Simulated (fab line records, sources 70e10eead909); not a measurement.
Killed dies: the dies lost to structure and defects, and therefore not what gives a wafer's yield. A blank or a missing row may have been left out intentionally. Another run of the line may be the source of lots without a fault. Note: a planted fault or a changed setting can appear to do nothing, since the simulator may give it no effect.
Problem report in the 8D (eight disciplines) form, filled by code || flow nand-harc || the parts of the form that need people (team, actions taken, sign-off) are left out

1. THE PROBLEM
Wafers with no fault read 59 with a standard deviation of 18, whereas killed-dies at NHARC_END_SORT_01 reads a mean of 677 on 1 wafer of 1 lot. That puts it +34 standard deviations away from the usual mean.
First seen on wafer L680.1, day 32 17:38, on prober-01. The record holds 1 wafer of 1 lot with a number at this step. Rule for "out" (also "out of limits"): further than 4 standard deviations from the usual mean. Any other wafer with a number is counted as sound.

2. WHAT THIS IS AND IS NOT
{"question": "which readings at this step", "is": "killed-dies, killed-at-array", "is not": "killed-at-other, killed-at-periphery, killed-open"}
{"question": "which lots", "is": "L680", "is not": "-"}
{"question": "which wafers of those lots", "is": "all that have a number", "is not": "-"}
{"question": "read on which gauges", "is": "prober-01", "is not": "-"}
{"question": "when", "is": "from day 32 17:38", "is not": "up to then (0 sound wafers)"}

3. SUSPECTS, AND WHAT RULES EACH OUT
Counting: a tool at any process step up to the reading remains a suspect when it ran all the lots that are out and ran no sound lot after the first of those.
- the gauge at NHARC_END_SORT_01: kept. All the wafers that are out were read on prober-01, and no step on other tools shows them out.
- acl-dep-01 at NHARC_A_SLIT_DEP_00 (deposits aC, target thk 6200 nm): kept. It ran the lot that is out, L680 (day 27 17:59), and no sound lot after that.
Remaining after the count are acl-dep-01 at NHARC_A_SLIT_DEP_00 and prober-01 at NHARC_END_SORT_01.

4. THE CAUSE (what the simulator had put in)
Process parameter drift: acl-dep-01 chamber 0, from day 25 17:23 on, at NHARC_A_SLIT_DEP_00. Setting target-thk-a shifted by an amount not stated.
Counting leaves 2 suspects; this tool is one of them.

5. THE CHAIN OF EFFECTS, in route order
Each row: a reading whose mean over the struck wafers that have a number lies more than 3 standard deviations from the usual. Only readings whose record carries a usual standard deviation are examined. hours: median over the lots of the time between each lot's start at the first step of this table that gives one and its start at this step. sigmas: the change, counted in usual standard deviations.
{"hours": 0, "step": "NHARC_END_SORT_01", "reading": "killed-at-array", "usual": 54, "on struck wafers": 670, "change": "+616", "sigmas": "+34"}
{"hours": 0, "step": "NHARC_END_SORT_01", "reading": "killed-dies", "usual": 59, "on struck wafers": 677, "change": "+618", "sigmas": "+34"}
{"hours": 0, "step": "NHARC_END_SORT_01", "reading": "killed-short", "usual": 2.6, "on struck wafers": 9.0, "change": "+6.4", "sigmas": "+3.6"}

6. HOW IT WOULD HAVE BEEN CAUGHT EARLIER
In this record the first reading out of limits at a measuring or inspecting step was taken at day 32 17:38, 168 hours after the fault began at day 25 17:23.
No tool reading at NHARC_A_SLIT_DEP_00 that has a usual standard deviation in the record was out on any struck wafer, so an alarm limit of 4 standard deviations on those readings would not have fired.
Lots out: 1; all had begun NHARC_A_SLIT_DEP_00 on acl-dep-01 by day 32 17:38. None of them would have been spared by holding the tool at that moment.
